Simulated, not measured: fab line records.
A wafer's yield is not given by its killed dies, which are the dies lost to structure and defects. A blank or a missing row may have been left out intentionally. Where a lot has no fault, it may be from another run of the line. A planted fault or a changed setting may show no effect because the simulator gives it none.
Matching of chambers | flow nand-harc | 4 sister chambers for NHARC_P_GATE_ALD_36 on ald-sin-02
The step deposits SiNx, target thk 20 nm, pulse time 60 s, ald cycles 223. 16 wafers are shown with their chamber, then 8 later ones without.

## EACH WAFER AND ITS CHAMBER
wafer  | chamber | heater-power-w (W) | precursor-pulse-height-rel
L076.4 | 3       | 698                | 1.012
L076.3 | 0       | 1085               | 1.004
L076.1 | 2       | 804                | 1.019
L078.4 | 1       | 783                | 0.991
L078.1 | 0       | 1099               | 1.017
L078.5 | 2       | 801                | 1.018
L082.4 | 1       | 777                | 1.021
L082.2 | 2       | 824                | 1.012
L082.6 | 2       | 813                | 1.015
L083.3 | 0       | 1051               | 1.010
L083.5 | 2       | 846                | 0.999
L083.6 | 3       | 709                | 1.011
L086.2 | 3       | 722                | 0.985
L086.4 | 1       | 777                | 0.978
L086.6 | 0       | 1084               | 0.977
L089.3 | 0       | 1048               | 0.989

SIGNATURES (averages over the wafers above)
reading                    | chamber 0 | chamber 1 | chamber 2 | chamber 3 | scatter within a chamber
heater-power-w             | 1073.40   | 779.00    | 817.60    | 709.67    | 17.5
precursor-pulse-height-rel | 0.99940   | 0.99667   | 1.01260   | 1.00267   | 0.0152
Rule: for a wafer and a chamber, the distance is found by dividing, reading by reading, the gap between the wafer's reading and the chamber's mean by the reading's scatter, squaring, summing and taking the root. If the next closest chamber is less than 2 further off than the closest, the wafer can't be placed; otherwise it belongs to the closest. How the scatter is found: for the shown wafers, subtract from each reading the mean of its chamber, square and add these, divide the total by (wafers less chambers), then take the root.

## WAFERS WITHOUT THEIR CHAMBER
wafer  | heater-power-w (W) | precursor-pulse-height-rel
L089.2 | 846                | 0.971
L089.6 | 692                | 0.983
L094.1 | 822                | 1.006
L094.6 | 795                | 1.002
L094.5 | 827                | 0.996
L096.2 | 1083               | 1.016
L096.6 | 820                | 1.010
L096.5 | 717                | 1.007

## WHICH CHAMBER EACH ONE RAN IN
wafer  | from the rows above     | in truth
L089.2 | can't be placed: 2 or 1 | 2
L089.6 | 3                       | 3
L094.1 | 2                       | 2
L094.6 | can't be placed: 1 or 2 | 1
L094.5 | can't be placed: 2 or 1 | 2
L096.2 | 0                       | 0
L096.6 | 2                       | 2
L096.5 | 3                       | 3
Correct placement for 5 of the 8. These rows do not allow placing 3 (true chamber among the candidates in 3). Number placed wrongly: 0.
